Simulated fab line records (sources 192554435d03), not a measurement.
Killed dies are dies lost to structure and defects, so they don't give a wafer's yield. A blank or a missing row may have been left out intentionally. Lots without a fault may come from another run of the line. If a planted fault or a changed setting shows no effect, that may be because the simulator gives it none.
fab line records + flow n5Finfet + part 2 of 2: steps 23 to 31 of 31
record
- lots=5
- wafers=15
- lastDay=16
route steps=1938 shown BEOL_M0@720 BEOL_M1@751
lots that met no fault: taken from a fault-free run of the same line
startH: start of the lot's first displayed wafer, in hours after the record's first day + waitH: hours since the lot's step before + " repeats the value in the row above + L1.1+2: a row that stands for several wafers + - no value present, or no start provided + * or withheld: withheld + < > ~ a bound
route shown NAME@n: names a module that has steps shown in the file, with the first one's number in the route + usual: mean and standard deviation over wafers with no fault + same: alike in all rows + chamber/n: place in a boat + sites: per-site readings + _std_site: standard deviation across them + _edge_site: inner sites' mean taken away from outer sites' mean + radiusMm: for every site, how far away it sits from the centre of the wafer + mask NAME#n: copy n + behind: the most recent tool/chamber to have shaped the wafer + hold: what put the lot on hold/how long, in hours/how the hold closed + device: transistor that didn't switch, given as n, p or np + end of line: the route-end tests of the same wafers + a step given without rows: its recipe and nothing more + killed: dies lost to structure and defects at the first sort, not the wafer's yield + map: the dies of a wafer, with x for killed, . for not killed, _ for no die there
set.NAME: the run value of the setting; set.NAME@STEP: its run value at that earlier step + model.NAME: the simulator's own value behind a step, which no gauge read
certain route steps with their lots: each step a table, each wafer a row
services: when a tool's chamber went out of use (startH, in hours from the record's first day, below 0 if earlier), for how many hours, and the reason
## steps
# step N5_BEOL_M0_ANNEAL_119
# recipe
- tempC=225
- timeS=90
- ambient=N2
# usual
- annealTempC=224.97/0.16
- wafer_temp_C_max=226.1/0.44
| lot.wafer | tool         | chamber | startH | waitH | annealTempC | wafer_temp_C_max |
|-----------|--------------|---------|--------|-------|-------------|------------------|
| L081.1    | rtpAnneal-01 | 0       | 158.54 | 0.4   | 224.73      | 226.0            |
| L081.2    | "            | 0       | "      | "     | 224.99      | 225.8            |
| L081.3    | "            | 0       | "      | "     | 224.78      | 226.0            |
| L082.2    | rtpAnneal-01 | 0       | 169.31 | 0.1   | 224.94      | 226.2            |
| L082.3    | "            | 0       | "      | "     | 224.92      | 226.0            |
| L082.4    | "            | 0       | "      | "     | 225.03      | 225.8            |
| L083.1    | rtpAnneal-02 | 0       | 174.17 | 0.1   | 224.93      | 226.6            |
| L083.3    | "            | 0       | "      | "     | 224.80      | 226.7            |
| L083.5    | "            | 0       | "      | "     | 224.63      | 227.1            |
| L087.1    | rtpAnneal-02 | 0       | 201.61 | 0.7   | 224.78      | 226.7            |
| L087.3    | "            | 0       | "      | "     | 224.81      | 226.3            |
| L087.4    | "            | 0       | "      | "     | 225.04      | 226.3            |
| L095.1    | rtpAnneal-02 | 0       | 250.59 | 0.2   | 225.20      | 226.3            |
| L095.2    | "            | 0       | "      | "     | 225.17      | 226.9            |
| L095.5    | "            | 0       | "      | "     | 225.23      | 226.5            |
# step N5_BEOL_M0_CMP_120
# recipe
- stopOn=SiOC
- tOverpolishS=6.9
- downForcePsi=1
- platenRpm=50
- clearingPlatenDownForcePsi=1.5
- clearingPlatenRpm=50
- postCmpClean=cuAlkaline
- clearingPlatenPadVelocityMS=0.99484
- padVelocityMS=0.99484
# usual
- barrierFieldEndpointS=3.61/0.14
- motorCurrentA=5.7/0.56
- overpolishRunS=6.901/0.0092
- slurryFilterDpKPa=13.51/0.14
- timeToEndpointS=61/3.9
| lot.wafer | tool   | chamber | startH | waitH | barrierFieldEndpointS | motorCurrentA | overpolishRunS | slurryFilterDpKPa | timeToEndpointS |
|-----------|--------|---------|--------|-------|-----------------------|---------------|----------------|-------------------|-----------------|
| L081.2    | cmp-01 | 3       | 158.84 | 0.2   | 3.65                  | 5.7           | 6.899          | 13.70             | 65              |
| L081.3    | "      | 0       | "      | "     | 3.48                  | 5.2           | 6.907          | 13.47             | 58              |
| L081.1    | "      | 2       | "      | "     | 3.66                  | 6.2           | 6.890          | 13.35             | 61              |
| L082.3    | cmp-01 | 3       | 169.57 | 0.2   | 3.68                  | 6.0           | 6.910          | 13.40             | 69              |
| L082.2    | "      | 0       | "      | "     | 3.53                  | 5.8           | 6.901          | 13.52             | 60              |
| L082.4    | "      | 2       | "      | "     | 3.56                  | 6.3           | 6.903          | 13.32             | 63              |
| L083.1    | cmp-03 | 3       | 174.50 | 0.3   | 3.63                  | 5.0           | 6.900          | 13.58             | 65              |
| L083.3    | "      | 0       | "      | "     | 3.70                  | 5.9           | 6.902          | 13.47             | 66              |
| L083.5    | "      | 2       | "      | "     | 3.30                  | 5.7           | 6.882          | 13.11             | 61              |
| L087.1    | cmp-04 | 1       | 201.91 | 0.3   | 3.63                  | 5.1           | 6.906          | 13.46             | 61              |
| L087.3    | "      | 2       | "      | "     | 3.42                  | 6.7           | 6.897          | 13.47             | 59              |
| L087.4    | "      | 3       | "      | "     | 3.61                  | 6.1           | 6.876          | 13.59             | 62              |
| L095.2    | cmp-04 | 1       | 250.89 | 0.2   | 3.56                  | 5.2           | 6.897          | 13.59             | 66              |
| L095.1    | "      | 0       | "      | "     | 3.60                  | 5.3           | 6.904          | 13.27             | 63              |
| L095.5    | "      | 1       | "      | "     | 3.59                  | 5.4           | 6.886          | 13.50             | 67              |
# step N5_BEOL_M0_PRE_CLEAN_131
# recipe
- gas=NH3/H2
- timeS=15
- tempC=*
- rfPowerW=300
# usual
- heaterPowerW=77/26
| lot.wafer | tool     | chamber | startH | waitH | heaterPowerW |
|-----------|----------|---------|--------|-------|--------------|
| L081.1    | cvdCo-02 | 0       | 159.17 | 0.0   | 75           |
| L081.2    | "        | 2       | "      | "     | 63           |
| L081.3    | "        | 1       | "      | "     | 95           |
| L082.2    | cvdCo-01 | 1       | 169.90 | 0.0   | 64           |
| L082.3    | "        | 2       | "      | "     | 45           |
| L082.4    | "        | 0       | "      | "     | 123          |
| L083.1    | cvdCo-02 | 0       | 174.79 | 0.0   | 74           |
| L083.3    | "        | 2       | "      | "     | 61           |
| L083.5    | "        | 2       | "      | "     | 63           |
| L087.1    | cvdCo-01 | 2       | 202.24 | 0.0   | 45           |
| L087.3    | "        | 0       | "      | "     | 122          |
| L087.4    | "        | 0       | "      | "     | 119          |
| L095.1    | cvdCo-02 | 1       | 251.22 | 0.0   | 94           |
| L095.2    | "        | 2       | "      | "     | 64           |
| L095.5    | "        | 0       | "      | "     | 75           |
# step N5_BEOL_M0_CO_CAP_123
# recipe
- material=Co
- targetThkA=20
- tempC=200
- precursor=CCTBA/H2
- pressureTorr=30
- timeS=102.1
# usual
- heaterPowerW=226/32
| lot.wafer | tool     | chamber | startH | waitH | heaterPowerW |
|-----------|----------|---------|--------|-------|--------------|
| L081.1    | cvdCo-02 | 0       | 159.21 | 0.0   | 225          |
| L081.2    | "        | 2       | "      | "     | 208          |
| L081.3    | "        | 1       | "      | "     | 250          |
| L082.2    | cvdCo-01 | 1       | 169.94 | 0.0   | 215          |
| L082.3    | "        | 2       | "      | "     | 189          |
| L082.4    | "        | 0       | "      | "     | 276          |
| L083.1    | cvdCo-02 | 0       | 174.83 | 0.0   | 221          |
| L083.3    | "        | 2       | "      | "     | 207          |
| L083.5    | "        | 2       | "      | "     | 213          |
| L087.1    | cvdCo-01 | 2       | 202.28 | 0.0   | 189          |
| L087.3    | "        | 0       | "      | "     | 289          |
| L087.4    | "        | 0       | "      | "     | 280          |
| L095.1    | cvdCo-02 | 1       | 251.26 | 0.0   | 253          |
| L095.2    | "        | 2       | "      | "     | 210          |
| L095.5    | "        | 0       | "      | "     | 223          |
# step N5_BEOL_M0_PRE_CLEAN_124
# recipe
- gas=NH3
- timeS=15
- tempC=withheld
- rfPowerW=300
| lot.wafer  | tool     | chamber | startH | waitH |
|------------|----------|---------|--------|-------|
| L081.1+2+3 | pecvd-04 | 0,2,1   | 159.31 | 0.1   |
| L082.2+3+4 | pecvd-02 | 1,2,2   | 170.03 | 0.1   |
| L083.1+3+5 | pecvd-02 | 1,0,0   | 174.93 | 0.1   |
| L087.1+3+4 | pecvd-03 | 1,2,1   | 202.37 | 0.1   |
| L095.1+2+5 | pecvd-03 | 0,1,0   | 251.35 | 0.1   |
# step N5_BEOL_M0_DEP_125
# recipe
- material=SiCN
- targetThkA=80
- tempC=withheld
- precursor=3MS/NH3
- pressureTorr=3
- rfW=202
- timeS=14
# usual
- showerheadPlenumPTorr=3.661/0.012
- throttleValvePct=9.4/0.57
| lot.wafer | tool     | chamber | startH | waitH | showerheadPlenumPTorr | throttleValvePct |
|-----------|----------|---------|--------|-------|-----------------------|------------------|
| L081.1    | pecvd-04 | 0       | 159.33 | 0.0   | 3.665                 | 10.2             |
| L081.2    | "        | 2       | "      | "     | 3.664                 | 8.6              |
| L081.3    | "        | 1       | "      | "     | 3.638                 | 9.9              |
| L082.2    | pecvd-02 | 1       | 170.05 | 0.0   | 3.674                 | 9.7              |
| L082.3    | "        | 2       | "      | "     | 3.689                 | 9.7              |
| L082.4    | "        | 2       | "      | "     | 3.682                 | 9.8              |
| L083.1    | pecvd-02 | 1       | 174.95 | 0.0   | 3.663                 | 9.6              |
| L083.3    | "        | 0       | "      | "     | 3.666                 | 9.1              |
| L083.5    | "        | 0       | "      | "     | 3.665                 | 9.2              |
| L087.1    | pecvd-03 | 1       | 202.40 | 0.0   | 3.659                 | 10.1             |
| L087.3    | "        | 2       | "      | "     | 3.655                 | 8.8              |
| L087.4    | "        | 1       | "      | "     | 3.671                 | 9.8              |
| L095.1    | pecvd-03 | 0       | 251.38 | 0.0   | 3.650                 | 9.6              |
| L095.2    | "        | 1       | "      | "     | 3.653                 | 10.3             |
| L095.5    | "        | 0       | "      | "     | 3.647                 | 9.4              |
# step N5_BEOL_M0_RS_MEAS_126
# recipe
- thkMeasGauge=four-point-probe
- reads=Co_of_BEOL_M0_CO_CAP_123+Cu_of_BEOL_M0_ECD_118+Co_of_BEOL_M0_CVD_115+TaN_of_BEOL_M0_ALD_136
# usual
- M0_RS=0.537/0.021
| lot.wafer | tool         | chamber | startH | waitH | M0_RS[ohm/sq] |
|-----------|--------------|---------|--------|-------|---------------|
| L081.1    | filmMetro-02 | -       | 159.40 | 0.0   | 0.557         |
| L081.2    | "            | -       | "      | "     | 0.512         |
| L081.3    | "            | -       | "      | "     | 0.506         |
| L082.2    | filmMetro-01 | -       | 170.12 | 0.1   | 0.547         |
| L082.3    | "            | -       | "      | "     | 0.518         |
| L082.4    | "            | -       | "      | "     | 0.538         |
| L083.1    | filmMetro-02 | -       | 175.02 | 0.0   | 0.533         |
| L083.3    | "            | -       | "      | "     | 0.528         |
| L083.5    | "            | -       | "      | "     | 0.520         |
| L087.1    | filmMetro-01 | -       | 202.46 | 0.0   | 0.557         |
| L087.3    | "            | -       | "      | "     | 0.569         |
| L087.4    | "            | -       | "      | "     | 0.532         |
| L095.1    | filmMetro-02 | -       | 251.45 | 0.0   | 0.545         |
| L095.2    | "            | -       | "      | "     | 0.532         |
| L095.5    | "            | -       | "      | "     | 0.530         |
# step N5_BEOL_M0_INSPECT_127
# recipe
- inspectInstrument=darkfield
- mode=postDep
# usual
- rawDefectCount=72/21
| lot.wafer | tool             | chamber | startH | waitH | rawDefectCount |
|-----------|------------------|---------|--------|-------|----------------|
| L081.1    | defectInspect-02 | -       | 159.42 | 0.0   | 53             |
| L081.2    | "                | -       | "      | "     | 43             |
| L081.3    | "                | -       | "      | "     | 71             |
| L082.2    | defectInspect-01 | -       | 170.15 | 0.0   | 83             |
| L082.3    | "                | -       | "      | "     | 89             |
| L082.4    | "                | -       | "      | "     | 53             |
| L083.1    | defectInspect-02 | -       | 175.04 | 0.0   | 108            |
| L083.3    | "                | -       | "      | "     | 61             |
| L083.5    | "                | -       | "      | "     | 95             |
| L087.1    | defectInspect-02 | -       | 202.49 | 0.0   | 46             |
| L087.3    | "                | -       | "      | "     | 62             |
| L087.4    | "                | -       | "      | "     | 51             |
| L095.1    | defectInspect-01 | -       | 251.47 | 0.0   | 62             |
| L095.2    | "                | -       | "      | "     | 65             |
| L095.5    | "                | -       | "      | "     | 62             |
# step N5_BEOL_M1_ILD_DEP_00
# recipe
- material=SiOC
- targetThkA=790
- tempC=350
- precursor=DEMS/O2
- pressureTorr=5
- rfW=500
- timeS=15.3
# usual
- heaterPowerW=480/110
- showerheadPlenumPTorr=5.697/0.017
- throttleValvePct=12.0/0.64
| lot.wafer | tool     | chamber | startH | waitH | heaterPowerW | showerheadPlenumPTorr | throttleValvePct |
|-----------|----------|---------|--------|-------|--------------|-----------------------|------------------|
| L081.1    | pecvd-02 | 2       | 159.46 | 0.0   | 394          | 5.726                 | 12.9             |
| L081.2    | "        | 1       | "      | "     | 448          | 5.697                 | 12.7             |
| L081.3    | "        | 0       | "      | "     | 342          | 5.679                 | 11.9             |
| L082.2    | pecvd-01 | 2       | 170.18 | 0.0   | 662          | 5.696                 | 11.3             |
| L082.3    | "        | 1       | "      | "     | 387          | 5.693                 | 11.7             |
| L082.4    | "        | 0       | "      | "     | 466          | 5.684                 | 12.5             |
| L083.1    | pecvd-01 | 1       | 175.08 | 0.0   | 376          | 5.700                 | 12.0             |
| L083.3    | "        | 0       | "      | "     | 536          | 5.671                 | 12.7             |
| L083.5    | "        | 2       | "      | "     | 630          | 5.726                 | 11.5             |
| L087.1    | pecvd-01 | 0       | 202.53 | 0.0   | 474          | 5.673                 | 12.3             |
| L087.3    | "        | 2       | "      | "     | 575          | 5.708                 | 11.4             |
| L087.4    | "        | 1       | "      | "     | 371          | 5.721                 | 12.0             |
| L095.1    | pecvd-02 | 0       | 251.51 | 0.0   | 359          | 5.691                 | 12.1             |
| L095.2    | "        | 2       | "      | "     | 400          | 5.701                 | 10.9             |
| L095.5    | "        | 2       | "      | "     | 399          | 5.712                 | 10.7             |
## services
| tool         | chamber | startH | hours | kind   |
|--------------|---------|--------|-------|--------|
| cmp-01       | -       | 138.32 | 6.1   | repair |
| rieDiel-02   | 3       | 139.10 | 12.7  | repair |
| pecvd-04     | -       | 140.52 | 6.7   | repair |
| cmp-04       | -       | 143.20 | 1.9   | repair |
| rieDiel-01   | 0       | 143.26 | 26.3  | repair |
| cvdCo-02     | -       | 145.58 | 0.9   | repair |
| aldMetal-03  | -       | 149.39 | 1.4   | repair |
| cmp-04       | -       | 154.83 | 6.4   | pm     |
| ecdCu-01     | -       | 159.09 | 1.0   | repair |
| aldMetal-04  | -       | 161.92 | 4.3   | repair |
| pecvd-04     | -       | 164.23 | 14.6  | pm     |
| pecvd-03     | -       | 180.29 | 2.2   | repair |
| pecvd-04     | -       | 184.51 | 0.8   | repair |
| cvdCo-01     | 1       | 190.56 | 7.6   | repair |
| aldMetal-03  | -       | 194.98 | 6.0   | pm     |
| cvdCo-02     | 0       | 196.33 | 2.2   | repair |
| aldMetal-04  | 2       | 200.17 | 26.2  | repair |
| cvdCo-02     | 0       | 202.91 | 7.9   | repair |
| cvdCo-01     | 0       | 203.59 | 15.8  | repair |
| pecvd-01     | -       | 218.10 | 1.0   | repair |
| rtpAnneal-02 | -       | 218.50 | 6.7   | pm     |
| rieDiel-01   | 0       | 227.96 | 4.4   | repair |
| ecdCu-01     | -       | 229.77 | 2.2   | repair |
| ecdCu-01     | -       | 234.98 | 7.6   | pm     |
